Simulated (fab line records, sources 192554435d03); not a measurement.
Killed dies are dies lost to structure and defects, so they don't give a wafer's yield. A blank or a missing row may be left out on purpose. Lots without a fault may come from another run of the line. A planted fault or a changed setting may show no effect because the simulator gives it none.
Split-lot experiment | flow n5_finfet | 7 lots, 21 wafers read, on a route of 1938 steps

THE SPLIT
At N5_BEOL_M15_SPUTTER_44 (material Ta, target thk 15 nm, time 24.19 s), the setting power_w was moved away from the recipe's 15000 W on 4 of the 21 wafers read, by -10.8% to +5.5%. The other wafers ran this setting at the recipe's value.

The reading is taken at the split's own step.

THE READING
Ta_of_BEOL_M15_SPUTTER_44.thk_nm (the simulator's own value, which no gauge read), in nm, at N5_BEOL_M15_SPUTTER_44 (material Ta, target thk 15 nm, time 24.19 s). The file gives no usual value for it. The 17 wafers here that ran the recipe average 15.0 nm, standard deviation 0.16 nm.

wafer  | tool, chamber at the split | power_w as run, W | against the recipe | Ta_of_BEOL_M15_SPUTTER_44.thk_nm, nm | against lot-mates on the recipe
L082.1 | pvd_sputter-03, -          | 15000             | recipe             | 15                                   | -
L082.2 | pvd_sputter-03, -          | 15000             | recipe             | 15                                   | -
L082.4 | pvd_sputter-03, -          | 15000             | recipe             | 15                                   | -
L077.2 | pvd_sputter-01, -          | 15000             | recipe             | 15                                   | -
L077.5 | pvd_sputter-01, -          | 15000             | recipe             | 15                                   | -
L077.4 | pvd_sputter-01, -          | 15000             | recipe             | 14.8                                 | -
L083.2 | pvd_sputter-01, -          | 13380             | -10.8%             | 13.2                                 | -1.6
L083.4 | pvd_sputter-01, -          | 15000             | recipe             | 14.8                                 | -
L083.5 | pvd_sputter-01, -          | 13380             | -10.8%             | 13.4                                 | -1.4
L086.1 | pvd_sputter-01, -          | 15000             | recipe             | 15.4                                 | -
L086.3 | pvd_sputter-01, -          | 15000             | recipe             | 15.2                                 | -
L086.5 | pvd_sputter-01, -          | 15000             | recipe             | 15.2                                 | -
L087.1 | pvd_sputter-03, -          | 15000             | recipe             | 15                                   | -
L087.2 | pvd_sputter-03, -          | 15000             | recipe             | 14.8                                 | -
L087.4 | pvd_sputter-03, -          | 14180             | -5.5%              | 14                                   | -0.9
L090.2 | pvd_sputter-02, -          | 15000             | recipe             | 15                                   | -
L090.3 | pvd_sputter-02, -          | 15000             | recipe             | 15                                   | -
L090.5 | pvd_sputter-02, -          | 15820             | +5.5%              | 15.6                                 | +0.6
L092.1 | pvd_sputter-03, -          | 15000             | recipe             | 15.2                                 | -
L092.4 | pvd_sputter-03, -          | 15000             | recipe             | 15.2                                 | -
L092.2 | pvd_sputter-03, -          | 15000             | recipe             | 15                                   | -

THE FIT
A straight line over all 21 wafers: Ta_of_BEOL_M15_SPUTTER_44.thk_nm changes by +0.156 nm for each +1% of power_w; r = +0.96; the points scatter about the line by 0.17 nm.
The same after taking each lot's own level away (the mean of its wafers on the recipe; 21 wafers): +0.137 nm for each +1%; r = +0.98; scatter 0.092 nm.
On that fit, the largest move of power_w shifts the reading by 1.5 nm.
The lots' own levels span 14.80 to 15.27 nm, that is 3.0 times the standard deviation above.
So the lot-to-lot level changes the slope: the two fits differ.
Check: with one of the wafers moved furthest among these (-10.8%) left out of the fit, the line predicts -1.43 nm for it against its lot-mates. It came out at -1.6 nm against them.

OTHER SPLITS ON THESE WAFERS
These wafers also went through other splits before the reading. Each is held against what the fit with the lots' levels taken away leaves over:
other split on the same wafers | wafers away from the commonest value | r with Ta_of_BEOL_M15_SPUTTER_44.thk_nm (lot level and that fit taken away)
N5_BEOL_M15_SPUTTER_43 power_w | 11                                   | +0.25

THE FILE'S OWN FIT
Ta_of_BEOL_M15_SPUTTER_44.thk_nm changes by +0.138 nm for each +1% of power_w, r = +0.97.
